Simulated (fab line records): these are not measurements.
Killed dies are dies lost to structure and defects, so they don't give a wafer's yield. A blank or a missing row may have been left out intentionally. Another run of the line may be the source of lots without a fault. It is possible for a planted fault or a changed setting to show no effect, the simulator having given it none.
fab line records + flow n5-finfet
[record]
- lots = 5
- wafers = 14
- last-day = 19
route steps=1938 shown BEOL_M13@1701 PASSIVATION@1936
lots untouched by any fault: they come from a run of this same line in which no faults occurred
start-h: hours from the record's opening day to when the first of the lot's shown wafers began + wait-h: hours since the lot's step before + " as in the row above + L1.1+2: a row that stands for several wafers + - either no value or no given start + * or withheld: withheld + < > ~ a bound
route shown NAME@n: names a module that has steps shown in the file, with the first one's number in the route + usual: average and standard deviation across the fault-free wafers + same: alike in all rows + chamber/n: place in a boat + sites: each site's reading + _std_site: how widely they spread, as a standard deviation + _edge_site: mean of outer sites minus mean of inner sites + radius-mm: how far each site lies from the wafer's centre + mask NAME#n: copy n + behind: tool/chamber where the wafer was last shaped + hold: what put the lot on hold/how long, in hours/how the hold closed + device: whichever transistor did not switch (one of n, p or np) + end of line: tests of these same wafers at the route's end + step lacking rows: just its recipe + killed: the dies lost at the first sort to structure and to defects; this is not the yield of the wafer + map: per-die view of a wafer (x killed, . not killed, _ where there is no die)
set.NAME: the setting the step ran with; set.NAME@STEP: the setting that earlier step ran with + model.NAME: the simulator's own value behind a step, which no gauge read
lots at selected steps of the route; one table per step, one row per wafer
services: the hour from which a tool's chamber was out of use, counted from the record's first day as start-h (under 0 if before that day), plus the number of hours and why
[[steps]]
[step N5_BEOL_M13_PRECLEAN_39]
[recipe]
- chemistry = residue-remover
- time-s = 60
- temp-c = 40
[step N5_BEOL_M13_SRD_40]
[recipe]
- time-s = 30
- temp-c = 23
- rinse-liquid = diw
- dry = n2-spin
- spin-rpm = 1500
- dry-time-s = 30
[step N5_BEOL_M13_DEGAS_41]
[recipe]
- ambient = vacuum
- temp-c = 250
- time-s = 60
[step N5_BEOL_M13_PRE_CLEAN_42]
[recipe]
- gas = H2/He
- time-s = 30
- temp-c = 250
[usual]
- heater-power-w = 336/32
| lot.wafer | tool           | chamber | start-h | wait-h | heater-power-w |
|-----------|----------------|---------|---------|--------|----------------|
| L808.3    | pvd-sputter-01 | -       | 287.70  | 0.0    | 294            |
| L808.4    | "              | -       | "       | "      | 332            |
| L808.5    | "              | -       | "       | "      | 338            |
| L812.1    | pvd-sputter-02 | -       | 333.67  | 0.0    | 362            |
| L812.2    | "              | -       | "       | "      | 316            |
| L812.4    | "              | -       | "       | "      | 312            |
| L823.1    | pvd-sputter-01 | -       | 382.75  | 0.0    | 288            |
| L823.5    | "              | -       | "       | "      | 318            |
| L826.1    | pvd-sputter-03 | -       | 417.02  | 0.0    | 322            |
| L826.4    | "              | -       | "       | "      | 379            |
| L826.5    | "              | -       | "       | "      | 310            |
| L827.1    | pvd-sputter-03 | -       | 419.86  | 0.0    | 290            |
| L827.2    | "              | -       | "       | "      | 376            |
| L827.6    | "              | -       | "       | "      | 288            |
[step N5_BEOL_M13_SPUTTER_43]
[recipe]
- material = TaN
- target-thk-a = 150
- temp-c = 50
- bias-v = 168.6
- power-w = 15000
- chamber-pressure-pa = 0.12
- time-s = 24.19
[usual]
- throttle-valve-pct = 30.3/0.99
| lot.wafer | tool           | chamber | start-h | wait-h | throttle-valve-pct |
|-----------|----------------|---------|---------|--------|--------------------|
| L808.3    | pvd-sputter-01 | -       | 287.74  | 0.0    | 30.2               |
| L808.4    | "              | -       | "       | "      | 29.7               |
| L808.5    | "              | -       | "       | "      | 27.6               |
| L812.1    | pvd-sputter-02 | -       | 333.71  | 0.0    | 31.8               |
| L812.2    | "              | -       | "       | "      | 29.5               |
| L812.4    | "              | -       | "       | "      | 29.4               |
| L823.1    | pvd-sputter-01 | -       | 382.79  | 0.0    | 30.2               |
| L823.5    | "              | -       | "       | "      | 30.3               |
| L826.1    | pvd-sputter-03 | -       | 417.06  | 0.0    | 31.5               |
| L826.4    | "              | -       | "       | "      | 29.7               |
| L826.5    | "              | -       | "       | "      | 31.8               |
| L827.1    | pvd-sputter-03 | -       | 419.90  | 0.0    | 31.5               |
| L827.2    | "              | -       | "       | "      | 29.6               |
| L827.6    | "              | -       | "       | "      | 31.4               |
[step N5_BEOL_M13_SPUTTER_44]
[recipe]
- material = Ta
- target-thk-a = 100
- temp-c = 50
- bias-v = 80
- power-w = 15000
- chamber-pressure-pa = 0.07
- time-s = 16.13
[usual]
- throttle-valve-pct = 30.3/1
| lot.wafer | tool           | chamber | start-h | wait-h | throttle-valve-pct |
|-----------|----------------|---------|---------|--------|--------------------|
| L808.3    | pvd-sputter-01 | -       | 287.82  | 0.0    | 29.9               |
| L808.4    | "              | -       | "       | "      | 30.2               |
| L808.5    | "              | -       | "       | "      | 28.1               |
| L812.1    | pvd-sputter-02 | -       | 333.79  | 0.0    | 31.6               |
| L812.2    | "              | -       | "       | "      | 29.7               |
| L812.4    | "              | -       | "       | "      | 29.5               |
| L823.1    | pvd-sputter-01 | -       | 382.87  | 0.0    | 30.0               |
| L823.5    | "              | -       | "       | "      | 29.8               |
| L826.1    | pvd-sputter-03 | -       | 417.14  | 0.0    | 31.8               |
| L826.4    | "              | -       | "       | "      | 30.3               |
| L826.5    | "              | -       | "       | "      | 31.7               |
| L827.1    | pvd-sputter-03 | -       | 419.98  | 0.0    | 31.1               |
| L827.2    | "              | -       | "       | "      | 29.7               |
| L827.6    | "              | -       | "       | "      | 31.2               |
[step N5_BEOL_M13_SPUTTER_45]
[recipe]
- material = Cu
- target-thk-a = 800
- temp-c = -20
- bias-v = 60
- power-w = 26000
- chamber-pressure-pa = 0.13
- time-s = 13.33
[usual]
- chuck-gas-flow-sccm = 1.26/0.053
- throttle-valve-pct = 30.3/0.99
| lot.wafer | tool           | chamber | start-h | wait-h | chuck-gas-flow-sccm | throttle-valve-pct |
|-----------|----------------|---------|---------|--------|---------------------|--------------------|
| L808.3    | pvd-sputter-01 | -       | 287.90  | 0.0    | 1.24                | 30.2               |
| L808.4    | "              | -       | "       | "      | 1.15                | 30.1               |
| L808.5    | "              | -       | "       | "      | 1.20                | 27.8               |
| L812.1    | pvd-sputter-02 | -       | 333.87  | 0.0    | 1.26                | 31.9               |
| L812.2    | "              | -       | "       | "      | 1.27                | 29.7               |
| L812.4    | "              | -       | "       | "      | 1.30                | 29.7               |
| L823.1    | pvd-sputter-01 | -       | 382.95  | 0.0    | 1.25                | 30.1               |
| L823.5    | "              | -       | "       | "      | 1.21                | 30.3               |
| L826.1    | pvd-sputter-03 | -       | 417.22  | 0.0    | 1.37                | 31.5               |
| L826.4    | "              | -       | "       | "      | 1.28                | 30.1               |
| L826.5    | "              | -       | "       | "      | 1.28                | 31.6               |
| L827.1    | pvd-sputter-03 | -       | 420.06  | 0.0    | 1.25                | 31.5               |
| L827.2    | "              | -       | "       | "      | 1.26                | 29.6               |
| L827.6    | "              | -       | "       | "      | 1.28                | 31.5               |
[step N5_BEOL_M13_ECD_47]
[recipe]
- material = Cu
- target-thk-a = 9360
[step N5_BEOL_M13_ANNEAL_48]
[recipe]
- temp-c = 225
- time-s = 90
- ambient = N2
[step N5_BEOL_M13_CMP_49]
[recipe]
- stop-on = SiOC
- t-overpolish-s = 17.1
- down-force-psi = 1
- platen-rpm = 50
- clearing-platen-down-force-psi = 1.5
- clearing-platen-rpm = 50
- post-cmp-clean = cu-alkaline
- target-thk-nm = 420
- clearing-platen-pad-velocity-m-s = 0.99484
- pad-velocity-m-s = 0.99484
[usual]
- barrier-field-endpoint-s = 30.7/0.64
- clearing-platen-rpm = 50.003/0.026
- motor-current-A = 6.3/0.7
- overpolish-run-s = 17.101/0.0086
- slurry-filter-dp-kPa = 13.50/0.14
| lot.wafer | tool   | chamber | start-h | wait-h | barrier-field-endpoint-s | clearing-platen-rpm | motor-current-A | overpolish-run-s | slurry-filter-dp-kPa |
|-----------|--------|---------|---------|--------|--------------------------|---------------------|-----------------|------------------|----------------------|
| L808.4    | cmp-02 | 0       | 288.72  | 0.2    | 30.1                     | 49.989              | 6.9             | 17.101           | 13.37                |
| L808.3    | "      | 1       | "       | "      | 30.5                     | 50.010              | 6.2             | 17.097           | 13.59                |
| L808.5    | "      | 3       | "       | "      | 30.4                     | 49.979              | 7.3             | 17.106           | 13.33                |
| L812.2    | cmp-03 | 0       | 334.48  | 0.2    | 31.0                     | 49.991              | 6.8             | 17.093           | 13.62                |
| L812.1    | "      | 1       | "       | "      | 30.1                     | 50.023              | 5.7             | 17.100           | 13.46                |
| L812.4    | "      | 3       | "       | "      | 31.0                     | 50.006              | 5.8             | 17.101           | 13.66                |
| L823.1    | cmp-02 | 2       | 384.28  | 0.3    | 30.4                     | 50.018              | 6.4             | 17.104           | 13.48                |
| L823.5    | "      | 3       | "       | "      | 31.7                     | 50.029              | 6.9             | 17.100           | 13.38                |
| L826.4    | cmp-02 | 0       | 417.83  | 0.2    | 30.3                     | 49.998              | 6.6             | 17.093           | 13.67                |
| L826.1    | "      | 2       | "       | "      | 30.6                     | 50.019              | 5.9             | 17.093           | 13.66                |
| L826.5    | "      | 0       | "       | "      | 31.1                     | 50.019              | 6.4             | 17.119           | 13.49                |
| L827.2    | cmp-02 | 1       | 420.68  | 0.2    | 30.3                     | 49.969              | 6.2             | 17.105           | 13.60                |
| L827.1    | "      | 2       | "       | "      | 29.4                     | 49.965              | 5.9             | 17.101           | 13.46                |
| L827.6    | "      | 1       | "       | "      | 30.6                     | 49.994              | 6.3             | 17.078           | 13.43                |
[step N5_BEOL_M13_THK_MEAS_50]
[recipe]
- thk-meas-gauge = xrf
- reads = Cu_of_BEOL_M13_ECD_47
[usual]
- M13_THK = 417/6.9
| lot.wafer | tool          | chamber | start-h | wait-h | M13_THK[nm] |
|-----------|---------------|---------|---------|--------|-------------|
| L808.3    | film-metro-01 | -       | 288.98  | -      | 424         |
| L808.4    | "             | -       | "       | "      | 417         |
| L808.5    | "             | -       | "       | "      | 425         |
| L812.1    | film-metro-02 | -       | 334.77  | -      | 412         |
| L812.2    | "             | -       | "       | "      | 421         |
| L812.4    | "             | -       | "       | "      | 417         |
| L823.1    | film-metro-01 | -       | 384.58  | -      | 397         |
| L823.5    | "             | -       | "       | "      | 409         |
| L826.1    | film-metro-02 | -       | 418.09  | -      | 419         |
| L826.4    | "             | -       | "       | "      | 416         |
| L826.5    | "             | -       | "       | "      | 420         |
| L827.1    | film-metro-01 | -       | 420.93  | -      | 422         |
| L827.2    | "             | -       | "       | "      | 414         |
| L827.6    | "             | -       | "       | "      | 424         |
[step N5_BEOL_M13_PRE_CLEAN_52]
[recipe]
- gas = NH3
- time-s = 15
- temp-c = withheld
- rf-power-w = 300
[step N5_BEOL_M13_DEP_53]
[recipe]
- material = SiCN
- target-thk-a = 500
- temp-c = withheld
- precursor = 3MS/NH3
- pressure-torr = 3
- rf-w = 675
- time-s = 17.8
[usual]
- showerhead-plenum-p-Torr = 4.153/0.018
- throttle-valve-pct = 18.2/0.69
| lot.wafer | tool     | chamber | start-h | wait-h | showerhead-plenum-p-Torr | throttle-valve-pct | model.SiCN_of_BEOL_M13_DEP_53.thk-nm |
|-----------|----------|---------|---------|--------|--------------------------|--------------------|--------------------------------------|
| L808.3    | pecvd-03 | 1       | 289.04  | 0.0    | 4.152                    | 18.3               | 49.8                                 |
| L808.4    | "        | 2       | "       | "      | 4.146                    | 17.5               | 50.6                                 |
| L808.5    | "        | 0       | "       | "      | 4.172                    | 18.4               | 50.6                                 |
| L812.1    | pecvd-04 | 2       | 334.83  | 0.0    | 4.162                    | 17.7               | 49                                   |
| L812.2    | "        | 1       | "       | "      | 4.191                    | 18.1               | 49.8                                 |
| L812.4    | "        | 1       | "       | "      | 4.186                    | 18.3               | 50                                   |
| L823.1    | pecvd-03 | 2       | 384.64  | 0.0    | 4.132                    | 17.8               | 33.4                                 |
| L823.5    | "        | 2       | "       | "      | 4.151                    | 17.5               | 34.8                                 |
| L826.1    | pecvd-04 | 2       | 418.15  | 0.0    | 4.164                    | 17.3               | 49.8                                 |
| L826.4    | "        | 1       | "       | "      | 4.184                    | 16.3               | 51                                   |
| L826.5    | "        | 2       | "       | "      | 4.148                    | 17.2               | 50.4                                 |
| L827.1    | pecvd-04 | 1       | 420.99  | 0.0    | 4.191                    | 16.3               | 49.8                                 |
| L827.2    | "        | 0       | "       | "      | 4.150                    | 18.1               | 50.4                                 |
| L827.6    | "        | 1       | "       | "      | 4.188                    | 16.4               | 50.8                                 |
[step N5_BEOL_M13_RS_MEAS_54]
[recipe]
- thk-meas-gauge = four-point-probe
- reads = Cu_of_BEOL_M13_ECD_47+Ta_of_BEOL_M13_SPUTTER_44+TaN_of_BEOL_M13_SPUTTER_43
[usual]
- M13_RS = 0.0454/0.00078
| lot.wafer | tool          | chamber | start-h | wait-h | M13_RS[ohm/sq] |
|-----------|---------------|---------|---------|--------|----------------|
| L808.3    | film-metro-01 | -       | 289.11  | 0.1    | 0.0448         |
| L808.4    | "             | -       | "       | "      | 0.0454         |
| L808.5    | "             | -       | "       | "      | 0.0446         |
| L812.1    | film-metro-02 | -       | 334.90  | 0.0    | 0.0455         |
| L812.2    | "             | -       | "       | "      | 0.0443         |
| L812.4    | "             | -       | "       | "      | 0.0451         |
| L823.1    | film-metro-01 | -       | 384.71  | 0.0    | 0.0479         |
| L823.5    | "             | -       | "       | "      | 0.0462         |
| L826.1    | film-metro-02 | -       | 418.22  | 0.0    | 0.0453         |
| L826.4    | "             | -       | "       | "      | 0.0452         |
| L826.5    | "             | -       | "       | "      | 0.0448         |
| L827.1    | film-metro-02 | -       | 421.06  | 0.0    | 0.0452         |
| L827.2    | "             | -       | "       | "      | 0.0459         |
| L827.6    | "             | -       | "       | "      | 0.0447         |
[step N5_PASSIVATION_PROBE_49]
[usual]
- defect-limited-yield = 91.6/1.4
- killed_at_M0_to_M3 = 35/10
- killed_at_M4_up = 13/4.8
- killed-at-contacts = 12/7.2
- killed-at-front-end = 36/12
- killed-at-other = 4/3.1
- killed-dies = 100/17
- killed-open = 66/13
- killed-short = 32/7.3
- sort_bin_5_function = 5.0/0.94
- sort_bin_6_memory = 3.1/0.67
- sort_bin_8_speed = 0.01/0.047
- sort-n-pass = 1080/17
- sort-yield-pct = 91.6/1.4
[same]
- gross-dies = 1180
- killed-at-back-side = 0
- sort_bin_4_leakage[%] = 0
| lot.wafer | tool      | chamber | start-h | wait-h | defect-limited-yield[%] | killed_at_M0_to_M3 | killed_at_M4_up | killed-at-contacts | killed-at-front-end | killed-at-other | killed-dies | killed-open | killed-short | sort_bin_5_function[%] | sort_bin_6_memory[%] | sort_bin_8_speed[%] | sort-n-pass | sort-yield-pct[%] |
|-----------|-----------|---------|---------|--------|-------------------------|--------------------|-----------------|--------------------|---------------------|-----------------|-------------|-------------|--------------|------------------------|----------------------|---------------------|-------------|-------------------|
| L827.1    | prober-02 | -       | 448.75  | 0.0    | 91.2                    | 26                 | 6               | 17                 | 52                  | 3               | 104         | 75          | 29           | 4.6                    | 4.1                  | 0                   | 1076        | 91.2              |
| L827.2    | prober-02 | -       | 448.80  | 0.1    | 89.7                    | 31                 | 21              | 18                 | 46                  | 5               | 121         | 86          | 35           | 6.2                    | 3.8                  | 0                   | 1059        | 89.7              |
| L827.6    | prober-02 | -       | 449.00  | 0.3    | 91.3                    | 43                 | 6               | 22                 | 29                  | 3               | 103         | 67          | 36           | 4.6                    | 4.0                  | 0                   | 1077        | 91.3              |
// killed by level:class
L827.1 MOL_CONTACT_COAG:geometric-particle:open=17 STI_FIN_REVEAL:geometric-particle:open=9 FIN_SAQP:geometric-particle:open=8 ILD0:geometric-particle:short=6 BEOL_M1:geometric-particle:open=6 FIN_SAQP:geometric-particle:short=5 DUMMY_GATE:geometric-particle:open=5 BEOL_M2:geometric-particle:open=5
L827.2 MOL_CONTACT_COAG:geometric-particle:open=14 FIN_SAQP:geometric-particle:open=10 STI_FIN_REVEAL:geometric-particle:open=8 BEOL_M1:geometric-particle:open=7 GATE_CUT:geometric-particle:short=7 BEOL_M3:geometric-particle:open=7 BEOL_M4:geometric-particle:open=6 GATE_CUT:geometric-particle:open=4
L827.6 MOL_CONTACT_COAG:geometric-particle:open=15 BEOL_M0:geometric-particle:open=11 BEOL_M0_SAQP:geometric-particle:open=8 MOL_CONTACT_COAG:geometric-particle:short=7 BEOL_M0_SAQP:geometric-particle:short=7 BEOL_M3:geometric-particle:open=6 FIN_SAQP:geometric-particle:short=5 DUMMY_GATE:geometric-particle:open=5
[[services]]
| tool           | chamber | start-h | hours | kind                          |
|----------------|---------|---------|-------|-------------------------------|
| pvd-sputter-01 | -       | 272.01  | 0.5   | repair                        |
| cmp-03         | -       | 275.55  | 2.8   | repair                        |
| pecvd-03       | 0       | 308.66  | 4.7   | repair                        |
| cmp-03         | -       | 311.47  | 1.6   | repair                        |
| cmp-02         | -       | 319.88  | 12.0  | pm                            |
| cmp-03         | -       | 326.61  | 2.4   | repair                        |
| cmp-03         | -       | 329.16  | 4.2   | pm                            |
| cmp-03         | -       | 335.83  | 2.4   | repair                        |
| pecvd-03       | -       | 337.93  | 0.8   | pm                            |
| cmp-02         | -       | 347.14  | 1.0   | repair                        |
| cmp-02         | -       | 350.49  | 4.9   | pm                            |
| cmp-03         | -       | 357.26  | 4.0   | pm                            |
| cmp-03         | -       | 372.91  | 0.8   | repair                        |
| cmp-03         | -       | 374.93  | 0.9   | repair                        |
| pvd-sputter-02 | -       | 375.57  | 6.0   | repair                        |
| pvd-sputter-03 | -       | 378.12  | 2.5   | repair                        |
| cmp-03         | -       | 378.63  | 1.8   | repair                        |
| pecvd-04       | 1       | 383.62  | -     | clean                         |
| pecvd-04       | 1       | 383.62  | -     | consumable-replace:showerhead |
| pecvd-04       | 1       | 383.62  | 29.0  | scheduled-down                |
| pecvd-03       | -       | 387.26  | 2.8   | pm                            |
| pecvd-03       | -       | 391.91  | 1.8   | repair                        |
| cmp-02         | -       | 397.78  | 4.1   | repair                        |
| pvd-sputter-01 | -       | 414.55  | 1.5   | repair                        |
[[key]]
first-sign none at tools or gauges
[model-effect]
- step = N5_BEOL_M13_DEP_53
- value = SiCN_of_BEOL_M13_DEP_53.thk-nm
- without = 49.6
- struck = 34.1
met-at N5_BEOL_M13_DEP_53
struck-wafers L823.1,L823.5
onset-between 289.04 384.64
also-fits N5_BEOL_M13_PRE_CLEAN_42:pvd-sputter-01,N5_BEOL_M13_SPUTTER_43:pvd-sputter-01,N5_BEOL_M13_SPUTTER_44:pvd-sputter-01,N5_BEOL_M13_SPUTTER_45:pvd-sputter-01
[fault]
- kind = process-parameter-drift
- tool = pecvd-03
- chamber = -
- onset-h = 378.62
- steps = N5_BEOL_M13_DEP_53
- channel = time-s
- offset = *
- shape = step
- end-h = 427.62
- scope = struck-wafers-only
- acts-in = *
- stated = *
